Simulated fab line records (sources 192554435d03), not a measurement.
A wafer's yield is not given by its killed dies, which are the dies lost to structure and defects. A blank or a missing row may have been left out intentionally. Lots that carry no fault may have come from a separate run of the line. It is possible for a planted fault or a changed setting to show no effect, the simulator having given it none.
Chamber matching :: flow n5Finfet :: N5_BEOL_M1_ETCH_63 on rieDiel-01 has 4 sister chambers
The step etches SiARC in CF4, target depth 15.6 nm, time 26 s. 20 wafers are shown with their chamber, then 10 later ones without.

WAFERS PAIRED WITH THEIR CHAMBERS
wafer: L080.2
chamber: 2
drypumpMotorCurrentA (A): 6.0
throttleValvePct (%): 15.84
oesProductAu (a.u.): 0.62

wafer: L080.4
chamber: 3
drypumpMotorCurrentA (A): 5.0
throttleValvePct (%): 15.65
oesProductAu (a.u.): 0.62

wafer: L080.5
chamber: 3
drypumpMotorCurrentA (A): 5.0
throttleValvePct (%): 15.65
oesProductAu (a.u.): 0.61

wafer: L082.1
chamber: 3
drypumpMotorCurrentA (A): 5.0
throttleValvePct (%): 15.66
oesProductAu (a.u.): 0.62

wafer: L082.3
chamber: 2
drypumpMotorCurrentA (A): 5.9
throttleValvePct (%): 15.84
oesProductAu (a.u.): 0.62

wafer: L082.6
chamber: 3
drypumpMotorCurrentA (A): 5.0
throttleValvePct (%): 15.67
oesProductAu (a.u.): 0.61

wafer: L084.3
chamber: 1
drypumpMotorCurrentA (A): 6.5
throttleValvePct (%): 15.42
oesProductAu (a.u.): 0.75

wafer: L084.5
chamber: 0
drypumpMotorCurrentA (A): 6.0
throttleValvePct (%): 15.80
oesProductAu (a.u.): 0.66

wafer: L084.6
chamber: 1
drypumpMotorCurrentA (A): 6.5
throttleValvePct (%): 15.41
oesProductAu (a.u.): 0.76

wafer: L087.2
chamber: 3
drypumpMotorCurrentA (A): 5.0
throttleValvePct (%): 15.66
oesProductAu (a.u.): 0.60

wafer: L087.3
chamber: 0
drypumpMotorCurrentA (A): 6.0
throttleValvePct (%): 15.81
oesProductAu (a.u.): 0.66

wafer: L087.4
chamber: 2
drypumpMotorCurrentA (A): 5.9
throttleValvePct (%): 15.87
oesProductAu (a.u.): 0.61

wafer: L088.2
chamber: 2
drypumpMotorCurrentA (A): 5.9
throttleValvePct (%): 15.87
oesProductAu (a.u.): 0.61

wafer: L088.5
chamber: 2
drypumpMotorCurrentA (A): 5.9
throttleValvePct (%): 15.87
oesProductAu (a.u.): 0.61

wafer: L088.6
chamber: 1
drypumpMotorCurrentA (A): 6.5
throttleValvePct (%): 15.44
oesProductAu (a.u.): 0.74

wafer: L089.2
chamber: 2
drypumpMotorCurrentA (A): 6.0
throttleValvePct (%): 15.85
oesProductAu (a.u.): 0.61

wafer: L089.3
chamber: 1
drypumpMotorCurrentA (A): 6.5
throttleValvePct (%): 15.45
oesProductAu (a.u.): 0.74

wafer: L089.6
chamber: 3
drypumpMotorCurrentA (A): 5.0
throttleValvePct (%): 15.69
oesProductAu (a.u.): 0.60

wafer: L090.1
chamber: 2
drypumpMotorCurrentA (A): 5.9
throttleValvePct (%): 15.86
oesProductAu (a.u.): 0.60

wafer: L090.2
chamber: 3
drypumpMotorCurrentA (A): 5.0
throttleValvePct (%): 15.67
oesProductAu (a.u.): 0.61

SIGNATURES, as means of the wafers listed above
reading: drypumpMotorCurrentA
chamber 0: 6.000
chamber 1: 6.500
chamber 2: 5.929
chamber 3: 5.000
scatter within a chamber: 0.0299

reading: throttleValvePct
chamber 0: 15.8050
chamber 1: 15.4300
chamber 2: 15.8571
chamber 3: 15.6643
scatter within a chamber: 0.0145

reading: oesProductAu
chamber 0: 0.6600
chamber 1: 0.7475
chamber 2: 0.6114
chamber 3: 0.6100
scatter within a chamber: 0.00775
Rule: a wafer's distance from a chamber is the root of the sum, over the readings, of the square of ((its reading less the chamber's mean) divided by the reading's scatter). The wafer belongs to the nearest chamber; if the next one is less than 2 further off, it can't be placed. The scatter: take each reading less its chamber's mean, square it, sum over the shown wafers, divide by the number of wafers less the number of chambers, and take the root.

WAFERS WITHOUT THEIR CHAMBER
wafer: L090.3
drypumpMotorCurrentA (A): 6.0
throttleValvePct (%): 15.82
oesProductAu (a.u.): 0.66

wafer: L092.1
drypumpMotorCurrentA (A): 5.9
throttleValvePct (%): 15.88
oesProductAu (a.u.): 0.61

wafer: L092.4
drypumpMotorCurrentA (A): 6.5
throttleValvePct (%): 15.45
oesProductAu (a.u.): 0.73

wafer: L092.6
drypumpMotorCurrentA (A): 6.0
throttleValvePct (%): 15.84
oesProductAu (a.u.): 0.65

wafer: L093.1
drypumpMotorCurrentA (A): 5.0
throttleValvePct (%): 15.69
oesProductAu (a.u.): 0.60

wafer: L093.3
drypumpMotorCurrentA (A): 5.9
throttleValvePct (%): 15.86
oesProductAu (a.u.): 0.61

wafer: L093.5
drypumpMotorCurrentA (A): 6.0
throttleValvePct (%): 15.84
oesProductAu (a.u.): 0.64

wafer: L097.2
drypumpMotorCurrentA (A): 6.0
throttleValvePct (%): 15.84
oesProductAu (a.u.): 0.64

wafer: L097.3
drypumpMotorCurrentA (A): 6.5
throttleValvePct (%): 15.48
oesProductAu (a.u.): 0.72

wafer: L097.6
drypumpMotorCurrentA (A): 5.0
throttleValvePct (%): 15.71
oesProductAu (a.u.): 0.59

WHICH CHAMBER EACH WENT THROUGH
wafer: L090.3
from the rows above: 0
in truth: 0

wafer: L092.1
from the rows above: 2
in truth: 2

wafer: L092.4
from the rows above: 1
in truth: 1

wafer: L092.6
from the rows above: 0
in truth: 0

wafer: L093.1
from the rows above: 3
in truth: 3

wafer: L093.3
from the rows above: 2
in truth: 2

wafer: L093.5
from the rows above: can't be placed: 0 or 2
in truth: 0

wafer: L097.2
from the rows above: can't be placed: 0 or 2
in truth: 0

wafer: L097.3
from the rows above: 1
in truth: 1

wafer: L097.6
from the rows above: 3
in truth: 3
Correct placement for 8 of the 10. Cannot be placed on the basis of these rows: 2; the candidates contain the true chamber in 2. 0 placed wrongly.
